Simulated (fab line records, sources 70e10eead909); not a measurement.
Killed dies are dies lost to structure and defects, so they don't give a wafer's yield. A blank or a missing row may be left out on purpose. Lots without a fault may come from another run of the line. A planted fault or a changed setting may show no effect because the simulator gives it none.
fab line records | flow nand_harc
record lots=5 wafers=15 last_day=33
route steps=1302 shown A_CONTACT@1001 END@1302
lots that met no fault: from a run of the same line without faults
start_h: hours from the record's first day to the start of the lot's first wafer shown | wait_h: hours since the lot's step before | " the same as in the row above | L1.1+2: a row that stands for several wafers | - no value, or no start given | * or withheld: withheld | < > ~ a bound
route shown NAME@n: a module of which the file shows steps, and the number in the route of the first | usual: mean/standard deviation of fault-free wafers | same: alike in all rows | chamber/n: place in a boat | sites: the reading at each site | _std_site: their standard deviation | _edge_site: outer sites' mean less inner sites' | radius_mm: how far each site lies from the wafer's centre | mask NAME#n: copy n | behind: the tool/chamber that last shaped the wafer | hold: why the lot was held/for how many hours/how that ended | device: the transistor (n, p or np) that didn't switch | end of line: the same wafers' tests at the end of the route | a step without rows: its recipe alone | killed: dies lost to structure and defects at the first sort, not the wafer's yield | map: a wafer's dies, x killed, . not, _ none there
set.NAME: the setting as run; set.NAME@STEP: as run at that earlier step | model.NAME: the simulator's own value behind a step, which no gauge read
lots at some steps of the route; a table a step, a row a wafer
services: from which hour (start_h, from the record's first day; less than 0 if before it) a tool's chamber was out of use, for how many hours, and why
## steps
# step NHARC_A_CONTACT_ETCH_48
# recipe target_depth_a=390 over_etch_frac=0.3 time_s=65 ion_energy_ev=80 cf4_flow_sccm=150 ar_flow_sccm=0 rf_w=300 bias_w=100 chemistry=CF4
# usual drypump_motor_current_A=5.7/0.44 oes_product_au=0.998/0.011 rf_vpp_V=151.6/1.2 showerhead_plenum_p_Torr=1.79/0.076 throttle_valve_pct=13.284/0.0087
# columns lot.wafer tool chamber start_h wait_h drypump_motor_current_A oes_product_au rf_hours_counter_h rf_vpp_V showerhead_plenum_p_Torr throttle_valve_pct
L993.1 rie_diel-04 2 507.79 0.1 6.0 1.016 36 152.8 1.90 13.291
L993.3 " 0 " " 6.1 0.983 44 151.7 1.82 13.279
L993.5 " 3 " " 6.3 1.001 - 150.9 1.71 13.283
L995.1 rie_diel-04 2 519.26 0.1 6.0 1.007 38 153.3 1.90 13.288
L995.6 " 2 " " 6.0 1.005 - 151.6 1.90 13.273
L995.5 " 3 " " 6.3 1.004 - 150.9 1.71 13.283
L997.4 rie_diel-13 0 551.54 0.2 5.9 1.007 8 150.0 1.70 13.278
L997.3 " 1 " " 5.5 1.003 8 151.8 1.89 13.288
L997.1 " 2 " " 5.9 1.014 11 152.1 1.76 13.296
L105.1 rie_diel-13 3 629.94 0.1 6.6 0.969 39 149.9 1.64 13.285
L105.3 " 1 " " 5.5 0.991 36 152.9 1.88 13.284
L105.5 " 3 " " 6.6 0.981 - 151.6 1.64 13.286
L114.3 rie_diel-11 0 716.78 0.1 6.0 0.998 20 152.0 1.86 13.284
L114.1 " 3 " " 5.4 1.017 14 149.9 1.82 13.289
L114.6 " 1 " " 5.8 0.983 - 149.7 1.70 13.287
# step NHARC_A_CONTACT_ETCH_49
# recipe target_depth_a=2600 over_etch_frac=0.3 time_s=475.3 ion_energy_ev=200 n2_flow_sccm=150 h2_flow_sccm=150 ar_flow_sccm=0 rf_w=400 bias_w=150 chemistry=N2/H2
# step NHARC_A_CONTACT_ETCH_50
# recipe target_depth_a=1210 time_s=60.5 cf4_flow_sccm=100 chf3_flow_sccm=30 ar_flow_sccm=0 rf_w=500 bias_w=200 chemistry=CF4/CHF3
# usual drypump_motor_current_A=5.7/0.43 oes_product_au=0.943/0.021 rf_vpp_V=371.4/2.4 showerhead_plenum_p_Torr=1.60/0.069 throttle_valve_pct=16.801/0.0089
# columns lot.wafer tool chamber start_h wait_h drypump_motor_current_A oes_product_au rf_hours_counter_h rf_vpp_V showerhead_plenum_p_Torr throttle_valve_pct
L993.3 rie_diel-04 3 - - 6.4 0.929 36 368.0 1.52 16.790
L993.1 " 0 " " 6.1 0.920 44 371.6 1.62 16.797
L993.5 " 2 " " 6.0 0.944 - 375.8 1.69 16.802
L995.1 rie_diel-04 0 - - 6.1 0.918 48 370.3 1.62 16.800
L995.5 " 1 " " 4.8 0.921 - 373.4 1.65 16.815
L995.6 " 2 " " 6.0 0.931 - 374.0 1.69 16.808
L997.1 rie_diel-13 2 - - 5.9 0.974 12 370.1 1.57 16.812
L997.4 " 0 " " 5.9 0.954 8 369.1 1.51 16.793
L997.3 " 1 " " 5.5 0.942 8 373.5 1.68 16.794
L105.3 rie_diel-13 1 - - 5.5 0.924 36 374.1 1.68 16.813
L105.1 " 3 " " 6.5 0.918 39 366.9 1.46 16.803
L105.5 " 1 " " 5.5 0.922 - 373.7 1.68 16.807
L114.3 rie_diel-11 0 - - 5.9 0.921 20 373.5 1.66 16.799
L114.1 " 1 " " 5.8 0.910 17 367.5 1.51 16.803
L114.6 " 0 " " 6.0 0.924 - 373.6 1.66 16.799
# step NHARC_A_CONTACT_ETCH_51
# recipe target_depth_a=70000 over_etch_frac=0.3 time_s=1820 ion_energy_ev=150 o2_flow_sccm=400 cos_flow_sccm=20 ar_flow_sccm=0 rf_w=500 bias_w=300 chemistry=O2/COS
# usual drypump_motor_current_A=5.8/0.44 oes_product_au=0.999/0.01 rf_vpp_V=314.8/2.1 showerhead_plenum_p_Torr=3.16/0.13 throttle_valve_pct=28.330/0.0096
# columns lot.wafer tool chamber start_h wait_h drypump_motor_current_A oes_product_au rf_hours_counter_h rf_vpp_V showerhead_plenum_p_Torr throttle_valve_pct
L993.3 rie_diel-04 1 - - 4.8 0.998 39 314.9 3.27 28.312
L993.1 " 2 " " 6.0 1.006 36 318.5 3.35 28.332
L993.5 " 0 " " 6.1 0.988 - 315.7 3.21 28.323
L995.1 rie_diel-04 3 - - 6.3 1.007 40 312.5 3.02 28.318
L995.5 " 3 " " 6.3 1.007 - 313.6 3.02 28.347
L995.6 " 0 " " 6.1 0.990 - 314.7 3.21 28.333
L997.3 rie_diel-13 0 - - 5.9 1.006 9 311.6 3.00 28.317
L997.4 " 2 " " 5.9 1.004 12 314.4 3.11 28.330
L997.1 " 3 " " 6.6 0.995 12 309.9 2.91 28.339
L105.3 rie_diel-13 0 - - 5.9 1.003 31 312.4 2.99 28.327
L105.1 " 2 " " 5.9 1.016 39 313.4 3.10 28.322
L105.5 " 3 " " 6.6 0.980 - 310.8 2.90 28.331
L114.3 rie_diel-11 1 - - 5.8 0.981 17 312.3 2.99 28.327
L114.1 " 3 " " 5.4 1.013 15 317.0 3.22 28.324
L114.6 " 1 " " 5.8 0.988 - 313.4 2.99 28.337
# step NHARC_A_CONTACT_ETCH_111
# recipe source_w=withheld pressure_mtorr=20 bias_v=withheld time_s=140 target_depth_a=7000 ar_flow_sccm=withheld c4f8_flow_sccm=withheld o2_flow_sccm=withheld chemistry=C4F8/O2/Ar
# step NHARC_A_CONTACT_ETCH_112
# recipe source_w=withheld pressure_mtorr=20 bias_v=3000 time_s=190 target_depth_a=18500 ar_flow_sccm=withheld c4f8_flow_sccm=withheld o2_flow_sccm=withheld chemistry=C4F8/O2/Ar
# step NHARC_A_CONTACT_ETCH_113
# recipe source_w=withheld pressure_mtorr=20 bias_v=3000 time_s=190 target_depth_a=18500 ar_flow_sccm=withheld c4f8_flow_sccm=withheld o2_flow_sccm=withheld chemistry=C4F8/O2/Ar
# step NHARC_A_CONTACT_ETCH_114
# recipe source_w=withheld pressure_mtorr=20 bias_v=3000 time_s=190 target_depth_a=18500 ar_flow_sccm=withheld c4f8_flow_sccm=withheld o2_flow_sccm=withheld chemistry=C4F8/O2/Ar
# step NHARC_A_CONTACT_ETCH_115
# recipe source_w=withheld pressure_mtorr=20 bias_v=3000 time_s=190 target_depth_a=18500 ar_flow_sccm=withheld c4f8_flow_sccm=withheld o2_flow_sccm=withheld chemistry=C4F8/O2/Ar
# usual oes_air_line_au=1.001/0.023
# columns lot.wafer tool chamber start_h wait_h oes_air_line_au rf_hours_counter_h
L993.1 har_cap_etch-02 1 510.24 0.1 1.036 86
L993.3 " 0 " " 0.984 -
L993.5 " 1 " " 1.040 -
L995.1 har_cap_etch-03 0 521.73 0.1 0.979 48
L995.6 " 1 " " 0.955 -
L995.5 " 0 " " 1.003 -
L997.1 har_cap_etch-01 1 554.50 0.1 1.038 7
L997.3 " 0 " " 0.995 -
L997.4 " 1 " " 0.974 -
L105.1 har_cap_etch-02 0 632.54 0.1 0.989 110
L105.3 " 1 " " 0.980 -
L105.5 " 0 " " 1.029 -
L114.1 har_cap_etch-03 1 719.32 0.1 1.016 86
L114.3 " 0 " " 0.996 -
L114.6 " 1 " " 1.024 -
# step NHARC_A_CONTACT_ETCH_116
# recipe source_w=withheld pressure_mtorr=20 bias_v=3000 time_s=190 target_depth_a=18500 ar_flow_sccm=withheld c4f8_flow_sccm=withheld o2_flow_sccm=withheld chemistry=C4F8/O2/Ar
# step NHARC_A_CONTACT_ETCH_117
# recipe source_w=withheld pressure_mtorr=20 bias_v=3000 time_s=190 target_depth_a=18500 ar_flow_sccm=withheld c4f8_flow_sccm=withheld o2_flow_sccm=withheld chemistry=C4F8/O2/Ar
# step NHARC_A_CONTACT_ETCH_118
# recipe source_w=withheld pressure_mtorr=20 bias_v=3000 time_s=190 target_depth_a=18500 ar_flow_sccm=withheld c4f8_flow_sccm=withheld o2_flow_sccm=withheld chemistry=C4F8/O2/Ar
# step NHARC_A_CONTACT_ETCH_119
# recipe source_w=withheld pressure_mtorr=20 bias_v=3000 time_s=190 target_depth_a=18500 ar_flow_sccm=withheld c4f8_flow_sccm=withheld o2_flow_sccm=withheld chemistry=C4F8/O2/Ar
# usual oes_air_line_au=1.001/0.02
# columns lot.wafer tool chamber start_h wait_h oes_air_line_au rf_hours_counter_h
L993.1 har_cap_etch-02 1 510.92 0.1 0.995 87
L993.3 " 0 " " 0.988 -
L993.5 " 1 " " 1.010 -
L995.1 har_cap_etch-03 0 522.42 0.1 0.952 48
L995.6 " 1 " " 0.979 -
L995.5 " 0 " " 1.000 -
L997.1 har_cap_etch-01 1 555.19 0.1 1.023 7
L997.3 " 0 " " 1.004 -
L997.4 " 1 " " 0.995 -
L105.1 har_cap_etch-02 0 633.21 0.1 0.992 110
L105.3 " 1 " " 1.005 -
L105.5 " 0 " " 0.985 -
L114.1 har_cap_etch-03 1 720.00 0.1 1.027 87
L114.3 " 0 " " 0.989 -
L114.6 " 1 " " 1.014 -
# step NHARC_A_CONTACT_ETCH_120
# recipe source_w=withheld pressure_mtorr=20 bias_v=3000 time_s=190 target_depth_a=18500 ar_flow_sccm=withheld c4f8_flow_sccm=withheld o2_flow_sccm=withheld chemistry=C4F8/O2/Ar
# step NHARC_A_CONTACT_ETCH_121
# recipe source_w=withheld pressure_mtorr=20 bias_v=3000 time_s=190 target_depth_a=18500 ar_flow_sccm=withheld c4f8_flow_sccm=withheld o2_flow_sccm=withheld chemistry=C4F8/O2/Ar
# step NHARC_A_CONTACT_ETCH_122
# recipe source_w=withheld pressure_mtorr=20 bias_v=3000 time_s=190 target_depth_a=18500 ar_flow_sccm=withheld c4f8_flow_sccm=withheld o2_flow_sccm=withheld chemistry=C4F8/O2/Ar
# step NHARC_A_CONTACT_ETCH_123
# recipe source_w=withheld pressure_mtorr=20 bias_v=400 time_s=490 target_depth_a=21100 ar_flow_sccm=withheld c4f8_flow_sccm=11.5 o2_flow_sccm=7.2 chemistry=C4F8/O2/Ar
# step NHARC_A_CONTACT_ETCH_90
# recipe target_depth_a=400 over_etch_frac=0.5 time_s=85.7 ion_energy_ev=120 ch3f_flow_sccm=50 o2_flow_sccm=30 ar_flow_sccm=200 rf_w=500 bias_w=100 chemistry=CH3F/O2
# step NHARC_A_CONTACT_ETCH_96
# recipe target_depth_a=200 over_etch_frac=0.5 time_s=10 ion_energy_ev=250 c4f6_flow_sccm=25 o2_flow_sccm=20 ar_flow_sccm=500 rf_w=600 bias_w=500 chemistry=C4F6/O2
# step NHARC_A_CONTACT_CD_MEAS_53
# usual cd_nm=289.7/0.95
# columns lot.wafer tool chamber start_h wait_h cd_nm
L993.1 cd_sem-03 - 512.80 - 290.5
L993.3 " - " " 291.0
L993.5 " - " " 291.0
L995.1 cd_sem-01 - 524.31 - 289.6
L995.5 " - " " 289.4
L995.6 " - " " 289.6
L997.1 cd_sem-01 - 557.04 - 290.3
L997.3 " - " " 290.0
L997.4 " - " " 290.9
L105.1 cd_sem-01 - 635.22 - 289.2
L105.3 " - " " 289.2
L105.5 " - " " 289.3
L114.1 cd_sem-01 - 721.86 - 288.4
L114.3 " - " " 287.8
L114.6 " - " " 288.2
# step NHARC_A_CONTACT_STRIP_99
# recipe n2_flow_sccm=150 h2_flow_sccm=150 ar_flow_sccm=0 bias_w=0 chemistry=N2/H2
# step NHARC_A_CONTACT_STRIP_100
# recipe cf4_flow_sccm=100 chf3_flow_sccm=30 ar_flow_sccm=0 bias_w=0 chemistry=CF4/CHF3
# step NHARC_A_CONTACT_STRIP_101
# recipe o2_flow_sccm=400 cos_flow_sccm=20 ar_flow_sccm=0 bias_w=0 chemistry=O2/COS
# step NHARC_A_CONTACT_ETCH_102
# recipe target_depth_a=1000 overetch_a=100 time_s=55 ion_energy_ev=100 cf4_flow_sccm=80 o2_flow_sccm=20 ar_flow_sccm=0 rf_w=300 bias_w=100 chemistry=CF4/O2
# step NHARC_A_CONTACT_STRIP_55
# recipe o2_flow_sccm=500 ar_flow_sccm=0 bias_w=0 chemistry=O2
# step NHARC_A_CONTACT_STRIP_56
# recipe time_s=600 temp_c=30 chemistry=post_etch_residue_remover
# step NHARC_A_CONTACT_DEP_57
# recipe target_thk_a=53000 temp_c=400 material=aC
# step NHARC_A_CONTACT_DEP_58
# recipe target_thk_a=900 target_thk_nm=90 temp_c=400 pressure_torr=3.5 flow_sccm=200 rf_w=350 material=SiON
# usual heater_power_w=696/91
# columns lot.wafer tool chamber start_h wait_h heater_power_w
L993.1 pecvd-01 1 517.01 2.7 824
L993.3 " 2 " " 706
L993.5 " 0 " " 556
L995.1 pecvd-03 1 530.43 2.7 708
L995.6 " 2 " " 632
L995.5 " 0 " " 622
L997.3 pecvd-04 1 561.27 1.6 668
L997.1 " 0 " " 596
L997.4 " 2 " " 702
L105.1 pecvd-01 1 642.16 2.7 834
L105.3 " 0 " " 584
L105.5 " 0 " " 601
L114.1 pecvd-01 0 726.12 2.7 543
L114.3 " 2 " " 750
L114.6 " 2 " " 749
# step NHARC_A_CONTACT_DEHYDRATE_59
# recipe temp_c=150 time_s=120
# step NHARC_A_CONTACT_HMDS_60
# recipe time_s=30
# step NHARC_A_CONTACT_COAT_61
# recipe temp_c=260 time_s=75
# step NHARC_A_CONTACT_COAT_62
# recipe temp_c=225 time_s=65
# step NHARC_A_CONTACT_COAT_63
# recipe spin_rpm=1500 resist_thk_nm=90
# step NHARC_A_CONTACT_SOFTBAKE_64
# recipe temp_c=105 time_s=55
# step NHARC_A_CONTACT_EBR_65
# step NHARC_A_CONTACT_EXPOSE_66
# recipe na=1.35 sigma_outer=0.8 dose_mj=59.02 mask_id=A_CC_2
# step NHARC_A_CONTACT_PEB_67
# recipe peb_temp_c=100 peb_time_s=65
# step NHARC_A_CONTACT_DEVELOP_68
# recipe develop_time_s=35 dev_temp_c=23
# step NHARC_A_CONTACT_CD_MEAS_69
# recipe target_cd_nm=300 landing_energy_ev=500
# usual cd_nm=299.8/0.52
# columns lot.wafer tool chamber start_h wait_h cd_nm
L993.1 cd_sem-03 0 517.73 - 300.1
L993.3 " 0 " " 299.7
L993.5 " 0 " " 300.4
L995.1 cd_sem-01 0 531.15 - 300.1
L995.5 " 0 " " 300.0
L995.6 " 0 " " 299.5
L997.1 cd_sem-01 0 562.00 - 299.8
L997.3 " 0 " " 299.6
L997.4 " 0 " " 298.9
L105.1 cd_sem-02 0 642.75 - 298.9
L105.3 " 0 " " 299.4
L105.5 " 0 " " 299.9
L114.1 cd_sem-01 0 726.84 - 299.2
L114.3 " 0 " " 299.4
L114.6 " 0 " " 299.3
# step NHARC_A_CONTACT_OVL_MEAS_70
# usual overlay_x_nm=0.1/0.76 overlay_y_nm=0.1/0.76
# columns lot.wafer tool chamber start_h wait_h overlay_x_nm overlay_y_nm
L993.1 overlay-01 - 517.82 - 1.5 0.1
L993.3 " - " " 1.0 0.0
L993.5 " - " " 0.5 0.5
L995.1 overlay-02 - 531.24 - 1.1 0.0
L995.5 " - " " 0.7 -0.3
L995.6 " - " " 0.0 -0.1
L997.1 overlay-02 - 562.08 - 0.4 -0.8
L997.3 " - " " 0.6 -0.5
L997.4 " - " " 0.2 -0.5
L105.1 overlay-01 - 642.84 - 0.5 -0.5
L105.3 " - " " 0.5 -0.9
L105.5 " - " " 0.8 -1.1
L114.1 overlay-02 - 726.93 - 0.3 -0.2
L114.3 " - " " -0.1 -0.1
L114.6 " - " " -0.2 0.0
# step NHARC_A_CONTACT_DESCUM_74
# recipe time_s=3 o2_flow_sccm=200 ar_flow_sccm=0 bias_power_w=0 chemistry=O2
# step NHARC_END_SORT_01
# recipe temp_c=25
# usual killed_at_array=55/20 killed_at_other=1.2/1.3 killed_at_periphery=4.0/3 killed_dies=60/21 killed_open=3.2/1.9 killed_short=2.5/1.6
# same gross_dies=677
# columns lot.wafer tool chamber start_h wait_h killed_at_array killed_at_other killed_at_periphery killed_dies killed_open killed_short
L997.1 prober-01 0 622.95 2.5 74 0 3 77 1 2
L997.3 prober-01 0 624.55 3.1 79 1 2 82 3 1
L997.4 prober-01 0 625.35 3.4 68 0 5 73 1 3
L105.1 prober-01 0 701.52 2.5 89 0 3 92 1 6
L105.3 prober-01 0 703.12 3.1 122 0 3 125 0 0
L105.5 prober-01 0 704.73 3.7 119 0 1 120 0 2
# killed by level:class
L997.1 A_CHANNEL_HOLE_D1:chamber_film_flake=33 A_CHANNEL_HOLE_D2:chamber_film_flake=33 A_SGD_CUT:chamber_film_flake=2 P_M2:geometric_particle:short=1 A_CHANNEL_HOLE_D1:geometric_particle:short=1 A_SGD_CUT:geometric_particle:open=1 P_ZERO_WELL:chamber_film_flake=1 P_STI:chamber_film_flake=1
L997.3 A_CHANNEL_HOLE_D1:chamber_film_flake=39 A_CHANNEL_HOLE_D2:chamber_film_flake=30 A_M0:chamber_film_flake=4 P_ZERO_WELL:chamber_film_flake=2 A_WL_FILL:chamber_film_flake=2 A_CHANNEL_HOLE_D1:geometric_particle:open=1 A_CHANNEL_FILL_D1:geometric_particle:short=1 A_BLC:geometric_particle:open=1
L997.4 A_CHANNEL_HOLE_D1:chamber_film_flake=30 A_CHANNEL_HOLE_D2:chamber_film_flake=30 P_ZERO_WELL:chamber_film_flake=3 A_M0:chamber_film_flake=3 P_GATE:geometric_particle:short=2 A_WL_FILL:geometric_particle:short=1 A_WL_FILL:geometric_particle:open=1 A_SGD_CUT:chamber_film_flake=1
L105.1 A_CONTACT:unspecified=65 A_CHANNEL_HOLE_D2:chamber_film_flake=6 A_CHANNEL_HOLE_D1:chamber_film_flake=5 A_CHANNEL_FILL_D2:chamber_film_flake=3 A_CHANNEL_HOLE_D2:geometric_particle:short=2 A_SLIT:chamber_film_flake=2 A_M0:chamber_film_flake=2 P_STI:geometric_particle:short=1
L105.3 A_CONTACT:unspecified=73 A_CHANNEL_HOLE_D2:chamber_film_flake=22 A_CHANNEL_HOLE_D1:chamber_film_flake=10 A_STAIRCASE:chamber_film_flake=6 A_SLIT:chamber_film_flake=4 A_CONTACT:chamber_film_flake=3 P_STI:chamber_film_flake=2 A_CHANNEL_FILL_D2:chamber_film_flake=2
L105.5 A_CONTACT:unspecified=69 A_CHANNEL_HOLE_D2:chamber_film_flake=17 A_CHANNEL_HOLE_D1:chamber_film_flake=13 A_SLIT:chamber_film_flake=7 A_STAIRCASE:chamber_film_flake=4 A_DECK1_JOINT:chamber_film_flake=2 A_CHANNEL_FILL_D2:chamber_film_flake=2 A_M0:chamber_film_flake=2
# map L105.3 (x killed, . not)
____________.____________
_________......._________
_______..........._______
______.............______
_____..............._____
____.xx..x..........x____
____xx....x.x....xx..____
___............x......___
___....x.......x......___
__.........xx.xxx.....x__
__..........xxxxxxx.x..__
_.....x....x.xx.x......._
_.........x..xx.....x..._
_...........xx..x......._
_...........x..........._
_..............x.....x.._
x........................
.........................
.....................x...
.........................
............x............
_......................._
_......................._
_.............x........._
_..................x...._
_......................._
__....xxx..x...........__
__....xxxxx.x.....x....__
___..xxxxxxxx.x..x....___
___.xxxxxxxxxxx.......___
____.xxxxxxxx........____
____xxxxxxxxx........____
_____xxxxxxxxxx....._____
______xxxxxxxx.x...______
_______xxxxx......_______
_________xxxx..._________
____________x____________
# map L993.1 (x killed, . not)
____________.____________
_________......._________
_______..........._______
______.............______
_____.x....x........_____
____.............x...____
____................x____
___..........x........___
___..........x.x......___
__.....................__
__....x.......xx......x__
_............x.........._
_...........x..........._
_...x.....x............._
_....x......x..........._
_.............x........._
............x...........x
.........................
.........x...............
...x.....................
.........................
_..x.......x............_
_.........x............._
_......................._
_..................x...._
_......................._
__.....................__
__.....................__
___...................___
___...................___
____.................____
____.....x...........____
_____...x....x.x.x.._____
______.............______
_______.........x._______
_________....x.x_________
____________.____________
## services
# columns tool chamber start_h hours kind
rie_diel-04 0 488.46 - clean
rie_diel-04 1 488.46 - clean
pecvd-01 - 492.00 13.0 pm
har_cap_etch-01 - 497.00 17.0 pm
rie_diel-13 1 502.11 6.3 repair
rie_diel-13 3 503.17 2.0 repair
rie_diel-13 - 519.06 9.0 pm
rie_diel-04 - 533.45 9.0 pm
rie_diel-11 0 533.94 3.5 repair
pecvd-03 - 547.00 13.0 pm
pecvd-01 - 571.56 0.4 repair
rie_diel-13 0 590.19 16.5 repair
rie_diel-13 3 593.53 2.5 repair
rie_diel-11 - 609.67 9.0 pm
pecvd-04 - 631.27 13.0 pm
rie_diel-13 1 641.50 27.9 repair
rie_diel-11 3 648.17 8.8 repair
pecvd-01 - 673.00 13.0 pm
rie_diel-11 3 676.77 15.5 repair
rie_diel-11 1 690.05 7.9 repair
rie_diel-13 - 696.89 9.0 pm
har_cap_etch-02 - 703.21 76.0 repair
rie_diel-04 - 710.56 9.0 pm
rie_diel-13 2 718.20 7.7 repair
## key
first_sign step=NHARC_END_SORT_01 reading=killed_at_array direction=up sigmas=2.7 usual=55 struck=110
effect step=NHARC_END_SORT_01 reading=killed_dies direction=up sigmas=2.5 usual=60 struck=112
more_kills_born_at NHARC_A_CONTACT_ETCH_119@har_cap_etch-02=199
met_at NHARC_A_CONTACT_ETCH_119
struck_wafers L105.1,L105.3,L105.5
tester_left_out L105
onset_between 510.92 633.21
also_fits NHARC_A_CONTACT_ETCH_48:rie_diel-13,NHARC_A_CONTACT_ETCH_50:rie_diel-13,NHARC_A_CONTACT_ETCH_51:rie_diel-13,NHARC_A_CONTACT_ETCH_115:har_cap_etch-02
fault kind=chamber_particle_source tool=har_cap_etch-02 chamber=- onset_h=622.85 steps=NHARC_A_CONTACT_ETCH_119 rate_per_visit_cm2=0.89384 end_h=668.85
# tester_left_out: of these lots the tester's yield and bins aren't shown, on N5 and GAA mostly nor the transistor test; their killed dies are dies lost to structure and defects alone, not to doping, threshold or leakage, so they don't give the yield
